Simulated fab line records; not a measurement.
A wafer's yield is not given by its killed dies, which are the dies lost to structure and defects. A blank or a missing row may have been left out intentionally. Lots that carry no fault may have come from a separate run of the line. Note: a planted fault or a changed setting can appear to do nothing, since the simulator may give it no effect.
Chamber matching :: flow n5 finfet :: N5_BEOL_M11_STRIP_19 on rie diel-02: 4 sister chambers
The step strips in O2. 4 wafers are shown with their chamber, then 10 later ones without.

EACH WAFER AND ITS CHAMBER
wafer: L082.6
chamber: 2
showerhead plenum p Torr (Torr): 2.10

wafer: L089.5
chamber: 0
showerhead plenum p Torr (Torr): 2.03

wafer: L091.4
chamber: 3
showerhead plenum p Torr (Torr): 2.05

wafer: L091.5
chamber: 1
showerhead plenum p Torr (Torr): 2.17

WAFERS WITHOUT THEIR CHAMBER
wafer: L091.6
showerhead plenum p Torr (Torr): 2.09

wafer: L093.3
showerhead plenum p Torr (Torr): 2.17

wafer: L093.5
showerhead plenum p Torr (Torr): 2.09

wafer: L093.6
showerhead plenum p Torr (Torr): 2.04

wafer: L094.1
showerhead plenum p Torr (Torr): 2.09

wafer: L094.3
showerhead plenum p Torr (Torr): 2.17

wafer: L094.5
showerhead plenum p Torr (Torr): 2.03

wafer: L097.1
showerhead plenum p Torr (Torr): 2.04

wafer: L097.2
showerhead plenum p Torr (Torr): 2.02

wafer: L097.6
showerhead plenum p Torr (Torr): 2.09

WHICH CHAMBER EACH WENT THROUGH
wafer: L091.6
from the rows above: 2
in truth: 2

wafer: L093.3
from the rows above: 1
in truth: 1

wafer: L093.5
from the rows above: 2
in truth: 2

wafer: L093.6
from the rows above: can't be placed: 3 or 0
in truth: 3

wafer: L094.1
from the rows above: 2
in truth: 2

wafer: L094.3
from the rows above: 1
in truth: 1

wafer: L094.5
from the rows above: 0
in truth: 0

wafer: L097.1
from the rows above: can't be placed: 3 or 0
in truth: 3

wafer: L097.2
from the rows above: 0
in truth: 0

wafer: L097.6
from the rows above: 2
in truth: 2
Placed correctly: 8 of 10. These rows do not allow placing 2 (true chamber among the candidates in 2). Wrongly placed: 0.
How it was worked out, from the rows above alone: a wafer's distance from a chamber is the root of the sum, over the readings, of the square of ((its reading less the chamber's mean) divided by the reading's scatter). The wafer belongs to the nearest chamber; if the next one is less than 2 further off, it can't be placed. Each chamber's mean is taken over the wafers shown for it. The scatter: with one shown wafer a chamber, the root of the mean of the squares of how far each hidden wafer lies from its nearest shown one.
